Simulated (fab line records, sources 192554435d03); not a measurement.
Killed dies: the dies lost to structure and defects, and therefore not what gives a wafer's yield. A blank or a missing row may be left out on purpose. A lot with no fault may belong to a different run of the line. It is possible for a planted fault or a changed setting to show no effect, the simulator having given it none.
Lot-split experiment    flow n5Finfet    39 wafers read from 7 lots, route of 1938 steps

== ON THE SPLIT ==
At N5_HKMG_FIN_NWFM_ALD_20 (deposits TiAlC, target thk 2 nm, pulse time 3 s, purge time 2 s), the setting aldCycles was moved away from the recipe's 7 on 18 of the 39 wafers read, by -42.9% to +42.9%. All remaining wafers had this setting at the recipe value.

The reading is taken at the split's own step.

== THE READING ==
TiAlC_of_HKMG_FIN_NWFM_ALD_20.thkNm (the simulator's own value, which no gauge read), in nm, at N5_HKMG_FIN_NWFM_ALD_20 (deposits TiAlC, target thk 2 nm, pulse time 3 s, purge time 2 s). The file gives no usual value for it.

wafer   tool, chamber at the split  aldCycles as run  against the recipe  TiAlC_of_HKMG_FIN_NWFM_ALD_20.thkNm, nm  against lot-mates on the recipe
L075.1  aldMetal-04, 0,2,3          10                +42.9%              2.8                                      +0.8
L075.4  aldMetal-04, 0,2,3          10                +42.9%              2.8                                      +0.8
L075.5  aldMetal-04, 0,2,3          10                +42.9%              2.8                                      +0.8
L075.2  aldMetal-04, 3,1,0          7                 recipe              2                                        -
L075.3  aldMetal-04, 3,1,0          7                 recipe              2                                        -
L075.6  aldMetal-04, 3,1,0          7                 recipe              2                                        -
L078.1  aldMetal-01, 3,1,0          9                 +28.6%              2.6                                      +0.6
L078.3  aldMetal-01, 3,1,0          9                 +28.6%              2.6                                      +0.6
L078.5  aldMetal-01, 3,1,0          9                 +28.6%              2.6                                      +0.6
L078.2  aldMetal-01, 0,2,1          7                 recipe              2                                        -
L078.4  aldMetal-01, 0,2,1          7                 recipe              2                                        -
L078.6  aldMetal-01, 0,2,1          7                 recipe              2                                        -
L081.1  aldMetal-01, 3,1,1          7                 recipe              2                                        -
L081.2  aldMetal-01, 3,1,1          7                 recipe              2                                        -
L081.5  aldMetal-01, 3,1,1          7                 recipe              2                                        -
L081.3  aldMetal-01, 0,2,2          8                 +14.3%              2.2                                      +0.2
L081.4  aldMetal-01, 0,2,2          8                 +14.3%              2.2                                      +0.2
L081.6  aldMetal-01, 0,2,2          8                 +14.3%              2.2                                      +0.2
L089.1  aldMetal-03, 2,1,1          7                 recipe              2                                        -
L089.3  aldMetal-03, 2,1,1          7                 recipe              2                                        -
L089.6  aldMetal-03, 2,1,1          7                 recipe              2                                        -
L089.2  aldMetal-03, 0,2,0          4                 -42.9%              1.2                                      -0.8
L089.4  aldMetal-03, 0,2,0          4                 -42.9%              1.2                                      -0.8
L089.5  aldMetal-03, 0,2,0          4                 -42.9%              1.2                                      -0.8
L092.3  aldMetal-03, 2,0,1          7                 recipe              2                                        -
L092.4  aldMetal-03, 2,0,1          7                 recipe              2                                        -
L092.5  aldMetal-03, 2,0,1          7                 recipe              2                                        -
L093.1  aldMetal-01, 1,2,2          7                 recipe              2                                        -
L093.2  aldMetal-01, 1,2,2          7                 recipe              2                                        -
L093.5  aldMetal-01, 1,2,2          7                 recipe              2                                        -
L093.3  aldMetal-01, 3,3,1          8                 +14.3%              2.2                                      +0.2
L093.4  aldMetal-01, 3,3,1          8                 +14.3%              2.2                                      +0.2
L093.6  aldMetal-01, 3,3,1          8                 +14.3%              2.2                                      +0.2
L095.1  aldMetal-03, 0,2,0          7                 recipe              2                                        -
L095.2  aldMetal-03, 0,2,0          7                 recipe              2                                        -
L095.4  aldMetal-03, 0,2,0          7                 recipe              2                                        -
L095.3  aldMetal-03, 2,2,0          9                 +28.6%              2.6                                      +0.6
L095.5  aldMetal-03, 2,2,0          9                 +28.6%              2.6                                      +0.6
L095.6  aldMetal-03, 2,2,0          9                 +28.6%              2.6                                      +0.6
When a row names more than one chamber, that row covers several wafers, and the file does not tell which wafer ran in which chamber.

FIT RESULTS
A straight line over all 39 wafers: TiAlC_of_HKMG_FIN_NWFM_ALD_20.thkNm changes by +0.019 nm for each +1% of aldCycles; r = +1.00; the points scatter about the line by 0.037 nm.
The same after taking each lot's own level away (the mean of its wafers on the recipe; 39 wafers): +0.019 nm for each +1%; r = +1.00; scatter 0.037 nm.
The reading moves by 0.82 nm for the largest change in aldCycles, on that fit.
The lots' own levels span 2.00 to 2.00 nm.
The two slopes agree, so the slope changes little with the lot-to-lot level.
Check: +0.815 nm against its lot-mates is what the line predicts for one of the wafers moved furthest among these (+42.9%) when that wafer is left out of the fit. It came out at +0.8 nm against them.

== OTHER SPLITS ON THESE WAFERS ==
Before the reading, these wafers also passed through other splits. Each is held against what the fit with the lots' levels taken away leaves over:
other split on the same wafers    wafers away from the commonest value  r with TiAlC_of_HKMG_FIN_NWFM_ALD_20.thkNm (lot level and that fit taken away)
N5_ZERO_LAYER_PECVD_02 timeS      15                                    +0.14
N5_DUMMY_GATE_CVD_03 targetThkA   24                                    +0.15
N5_SD_EPI_N_ETCH_16 targetDepthA  12                                    +0.46

== FILE'S OWN FIT ==
TiAlC_of_HKMG_FIN_NWFM_ALD_20.thkNm changes by +0.019 nm for each +1% of aldCycles, r = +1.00.
